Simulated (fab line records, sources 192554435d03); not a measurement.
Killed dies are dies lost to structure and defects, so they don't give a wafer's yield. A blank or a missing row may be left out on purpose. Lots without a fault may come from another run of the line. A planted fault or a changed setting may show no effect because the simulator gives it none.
Which tool did it? | flow n5_finfet | 9 lots, 27 wafers sampled, at 5 steps of a route of 1938

WHAT THE GAUGES READ, wafer by wafer
N5_BEOL_M4_RC_MEAS_101. Usual: DIBL_N 36.4 mV/V, standard deviation 1.6; DIBL_P 36.2 mV/V, standard deviation 1.8; IOFF_N 0.159 nA/um, standard deviation 0.029; IOFF_P 0.21 nA/um, standard deviation 0.034; ION_N 670 uA/um, standard deviation 12; ION_P 459 uA/um, standard deviation 8.2; SS_N 71.5 mV/dec, standard deviation 0.59; SS_P 73.2 mV/dec, standard deviation 0.54; VT_N 250 mV, standard deviation 3.3; VT_P -250 mV, standard deviation 3.7.
lot  | measured     | on        | DIBL_N (mV/V)  | DIBL_P (mV/V)  | IOFF_N (nA/um)    | IOFF_P (nA/um) | ION_N (uA/um) | ION_P (uA/um) | SS_N (mV/dec)  | SS_P (mV/dec)  | VT_N (mV)   | VT_P (mV)      | flag
L428 | day 9 12:06  | prober-02 | 34.8 37.0 36.3 | 33.3 35.7 34.5 | 0.133 0.170 0.144 | 0.20 0.24 0.22 | 674 685 658   | 465 464 459   | 70.2 71.5 71.6 | 73.3 72.6 73.3 | 252 248 252 | -249 -247 -247 |
L430 | day 9 19:52  | prober-01 | 37.4 34.0 35.3 | 39.1 34.9 35.5 | 0.216 0.136 0.154 | 0.26 0.20 0.19 | 689 673 667   | 473 460 454   | 71.9 70.8 71.1 | 73.9 73.1 73.5 | 241 251 250 | -246 -253 -253 |
L431 | day 10 01:51 | prober-02 | 33.8 38.0 36.7 | 34.1 39.1 37.2 | 0.128 0.205 0.165 | 0.17 0.24 0.19 | 663 686 679   | 456 462 464   | 71.1 72.1 71.7 | 72.2 73.4 73.5 | 251 247 248 | -250 -246 -254 |
L434 | day 11 16:36 | prober-01 | 35.4 34.2 36.1 | 35.6 34.4 38.2 | 0.146 0.130 0.167 | 0.17 0.15 0.20 | 671 657 672   | 458 442 455   | 71.8 72.3 72.0 | 72.9 72.1 73.4 | 250 255 249 | -255 -256 -251 |
L438 | day 12 08:26 | prober-01 | 36.2 36.7 35.9 | 35.0 34.4 33.1 | 0.141 0.149 0.131 | 0.21 0.19 0.19 | 664 656 669   | 462 459 460   | 71.5 71.7 70.6 | 73.0 72.9 72.8 | 252 253 250 | -249 -251 -251 |
L440 | day 11 18:23 | prober-02 | 35.5 35.2 36.1 | 35.8 35.1 32.9 | 0.130 0.126 0.127 | 0.20 0.18 0.15 | 656 668 643   | 452 461 445   | 71.0 70.8 72.0 | 73.0 72.8 72.8 | 253 254 256 | -251 -252 -255 |
L447 | day 13 23:15 | prober-02 | 35.5 38.6 36.9 | 34.9 39.7 37.1 | 0.113 0.190 0.152 | 0.14 0.20 0.16 | 649 673 675   | 443 453 455   | 71.2 72.2 71.9 | 72.3 73.7 72.9 | 257 250 251 | -262 -253 -258 |
L446 | day 13 16:05 | prober-02 | 39.1 38.5 39.0 | 37.3 36.3 38.0 | 0.199 0.188 0.196 | 0.22 0.21 0.25 | 683 695 679   | 460 470 462   | 71.9 71.4 71.4 | 73.5 73.1 73.4 | 247 245 245 | -250 -250 -246 |
L448 | day 14 19:29 | prober-01 | 36.1 37.3 33.1 | 37.1 39.1 34.9 | 0.157 0.196 0.117 | 0.22 0.26 0.19 | 657 689 652   | 458 472 460   | 71.7 71.7 70.8 | 73.4 73.6 72.5 | 253 247 253 | -250 -248 -250 |

WHICH TOOL RAN EACH LOT (tool, then ch and the chambers of the sampled wafers, then the start)
lot  | N5_BEOL_M2_CMP_52             | N5_BEOL_M3_ILD_DEP_00           | N5_BEOL_M3_ETCH_64                 | N5_BEOL_M3_HM_OPEN_17
L428 | cmp-04 ch 0,1,2, day 7 16:13  | pecvd-04 ch 0,1,2, day 7 16:45  | rie_diel-04 ch 1,2,3, day 7 18:38  | rie_metal-03 ch 0,1, day 7 18:47
L430 | cmp-03 ch 0,1,3, day 8 12:29  | pecvd-01 ch 0,2, day 8 13:16    | rie_diel-05 ch 1,2, day 8 15:51    | rie_metal-02 ch 0,1, day 8 16:02
L431 | cmp-04 ch 1,2,3, day 8 15:22  | pecvd-01 ch 0,1, day 8 15:59    | rie_diel-02 ch 1,2,3, day 8 17:25  | rie_metal-02 ch 0,1, day 8 17:35
L434 | cmp-04 ch 1,2,3, day 9 22:05  | pecvd-02 ch 0,1, day 9 22:43    | rie_diel-02 ch 1,2,3, day 10 02:10 | rie_metal-02 ch 1, day 10 02:20
L438 | cmp-03 ch 0,1,3, day 10 08:25 | pecvd-04 ch 0,1,2, day 10 08:55 | rie_diel-05 ch 1,2, day 10 10:14   | rie_metal-02 ch 1, day 10 10:24
L440 | cmp-04 ch 0,2,3, day 10 12:22 | pecvd-02 ch 0,1, day 10 12:53   | rie_diel-04 ch 0,1,3, day 10 14:08 | rie_metal-02 ch 0,1, day 10 14:19
L447 | cmp-02 ch 0,1,3, day 12 08:26 | pecvd-04 ch 0,1,2, day 12 08:59 | rie_diel-02 ch 0,3, day 12 12:20   | rie_metal-01 ch 0,1, day 12 12:32
L446 | cmp-03 ch 1,2, day 12 12:16   | pecvd-01 ch 0,2, day 12 12:53   | rie_diel-02 ch 0,3, day 12 14:18   | rie_metal-01 ch 0,1, day 12 14:28
L448 | cmp-02 ch 0,1,3, day 12 20:49 | pecvd-04 ch 0,1, day 12 21:34   | rie_diel-04 ch 0,1,3, day 13 00:21 | rie_metal-03 ch 0,1, day 13 00:31
- N5_BEOL_M2_CMP_52: polishes, stops on SiOC, t overpolish 6.8 s, target thk 40 nm.
- N5_BEOL_M3_ILD_DEP_00: deposits SiOC from DEMS/O2, target thk 79 nm, time 15.3 s.
- N5_BEOL_M3_ETCH_64: etches SOC in N2/H2, target depth 75 nm, overetch 15 nm, time 112.5 s.
- N5_BEOL_M3_HM_OPEN_17: chemistry Cl2/BCl3, target TiN, target depth 20 nm, overetch 6 nm.

WHAT THE TOOLS THEMSELVES READ (means of the sampled wafers that have a number; where no wafer has one, the mark that the record gives instead)
N5_BEOL_M2_CMP_52. Usual: barrier_field_endpoint_s 24.4 s, standard deviation 0.68; head_pressure_psi 1.0004 psi, standard deviation 0.0023; motor_current_A 6.2 A, standard deviation 0.71; overpolish_run_s 6.799 s, standard deviation 0.0094; time_to_endpoint_s 61 s, standard deviation 3.4.
lot  | tool   | barrier_field_endpoint_s (s) | head_pressure_psi (psi) | motor_current_A (A) | overpolish_run_s (s) | time_to_endpoint_s (s) | flag
L428 | cmp-04 | 24.5                         | 0.9992                  | 5.8                 | 6.797                | 61                     |
L430 | cmp-03 | 25.1                         | 1.0003                  | 6.1                 | 6.805                | 67                     |
L431 | cmp-04 | 23.7                         | 0.9988                  | 6.0                 | 6.799                | 59                     |
L434 | cmp-04 | 24.7                         | 1.0005                  | 5.8                 | 6.799                | 64                     |
L438 | cmp-03 | 24.5                         | 1.0005                  | 6.2                 | 6.806                | 62                     |
L440 | cmp-04 | 24.9                         | 1.0004                  | 6.3                 | 6.791                | 62                     |
L447 | cmp-02 | 24.6                         | 1.0015                  | 6.5                 | 6.799                | 61                     |
L446 | cmp-03 | 23.9                         | 1.0013                  | 6.0                 | 6.802                | 62                     |
L448 | cmp-02 | 24.6                         | 1.0009                  | 6.4                 | 6.802                | 59                     |

N5_BEOL_M3_ILD_DEP_00. Usual: heater_power_w 507 W, standard deviation 80; showerhead_plenum_p_Torr 5.698 Torr, standard deviation 0.012; throttle_valve_pct 12.2 %, standard deviation 0.93.
lot  | tool     | heater_power_w (W) | showerhead_plenum_p_Torr (Torr) | throttle_valve_pct (%) | flag
L428 | pecvd-04 | 471                | 5.694                           | 11.6                   |
L430 | pecvd-01 | 595                | 5.685                           | 13.5                   |
L431 | pecvd-01 | 615                | 5.699                           | 13.5                   |
L434 | pecvd-02 | 474                | 5.695                           | 12.1                   |
L438 | pecvd-04 | 470                | 5.694                           | 11.5                   |
L440 | pecvd-02 | 516                | 5.711                           | 12.0                   |
L447 | pecvd-04 | 512                | 5.690                           | 11.8                   |
L446 | pecvd-01 | 629                | 5.693                           | 13.6                   |
L448 | pecvd-04 | 555                | 5.693                           | 12.0                   |

N5_BEOL_M3_ETCH_64. Usual: bias_w 150.0 W, standard deviation 0.44; drypump_motor_current_A 5.6 A, standard deviation 0.52; oes_product_au 0.64 a.u., standard deviation 0.061; rf_vpp_V 524 V, standard deviation 3.1; showerhead_plenum_p_Torr 2.57 Torr, standard deviation 0.11; temp_c 40.02 C, standard deviation 0.12; throttle_valve_pct 17.97 %, standard deviation 0.22.
lot  | tool        | bias_w (W) | drypump_motor_current_A (A) | oes_product_au (a.u.) | rf_vpp_V (V) | showerhead_plenum_p_Torr (Torr) | temp_c (C) | throttle_valve_pct (%) | flag
L428 | rie_diel-04 | 149.8      | 5.8                         | 0.63                  | 524          | 2.56                            | 40.09      | 18.02                  |
L430 | rie_diel-05 | 149.4      | 6.0                         | 0.58                  | 522          | 2.51                            | 40.01      | 18.13                  |
L431 | rie_diel-02 | 149.7      | 5.6                         | 0.72                  | 524          | 2.57                            | 40.05      | 17.88                  |
L434 | rie_diel-02 | 150.2      | 5.6                         | 0.70                  | 524          | 2.56                            | 40.17      | 17.90                  |
L438 | rie_diel-05 | 149.7      | 6.0                         | 0.58                  | 522          | 2.51                            | 40.12      | 18.15                  |
L440 | rie_diel-04 | 149.9      | 5.4                         | 0.62                  | 524          | 2.56                            | 39.97      | 17.92                  |
L447 | rie_diel-02 | 144.1      | 5.7                         | 0.60                  | 509          | 2.51                            | 40.05      | 18.08                  | OFF
L446 | rie_diel-02 | 143.9      | 5.7                         | 0.60                  | 509          | 2.51                            | 39.97      | 18.09                  | OFF
L448 | rie_diel-04 | 150.3      | 5.4                         | 0.68                  | 524          | 2.55                            | 39.95      | 17.83                  |

N5_BEOL_M3_HM_OPEN_17. Usual: drypump_motor_current_A 5.63 A, standard deviation 0.28; oes_product_au 0.69 a.u., standard deviation 0.11; throttle_valve_pct 22.1 %, standard deviation 0.32.
lot  | tool         | drypump_motor_current_A (A) | oes_product_au (a.u.) | throttle_valve_pct (%) | flag
L428 | rie_metal-03 | 5.72                        | 0.80                  | 21.8                   |
L430 | rie_metal-02 | 5.82                        | 0.52                  | 22.5                   |
L431 | rie_metal-02 | 5.83                        | 0.52                  | 22.5                   |
L434 | rie_metal-02 | 5.90                        | 0.53                  | 22.6                   |
L438 | rie_metal-02 | 5.91                        | 0.51                  | 22.6                   |
L440 | rie_metal-02 | 5.81                        | 0.75                  | 22.5                   |
L447 | rie_metal-01 | 5.53                        | 0.67                  | 22.2                   |
L446 | rie_metal-01 | 5.43                        | 0.62                  | 22.4                   |
L448 | rie_metal-03 | 5.49                        | 0.73                  | 21.9                   |

THE ANSWER, worked out from the rows above alone
Rule: a lot is off if the mean of its wafers that have a number lies more than 3 standard deviations from the usual mean. A lot without any number at a reading at which 4 lots or more have one is off too. The other lots that the step has rows for count as sound. The gauges are gone through in route order, then the tools' own readings, and for those a lot's mean is taken as printed above. The first step at which some lot is off is used, and at that step the reading that is off furthest; a lot without a number counts as furthest.
Off: L447, L446, at N5_BEOL_M3_ETCH_64 (bias_w).
A tool fits if, at that step or a process step before it, it ran every lot that is off, and no sound lot after the first of them. One fits: rie_diel-02 at N5_BEOL_M3_ETCH_64. Its last sound lot is L434 (day 10 02:10), its first lot that is off L447 (day 12 12:20): a fault that began between those two fits.
The tool's own readings at N5_BEOL_M3_ETCH_64 bear it out: on the lots that are off they differ by more than 5 times the standard deviation of the sound lots' means. bias_w reads 144.0 W there against 149.9 W on the sound lots; rf_vpp_V reads 509 V there against 523 V on the sound lots.

WHAT THE SIMULATOR HAD PUT IN
Process parameter drift: rie_diel-02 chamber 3, from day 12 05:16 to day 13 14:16, at N5_BEOL_M3_ETCH_64. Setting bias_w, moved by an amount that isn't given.
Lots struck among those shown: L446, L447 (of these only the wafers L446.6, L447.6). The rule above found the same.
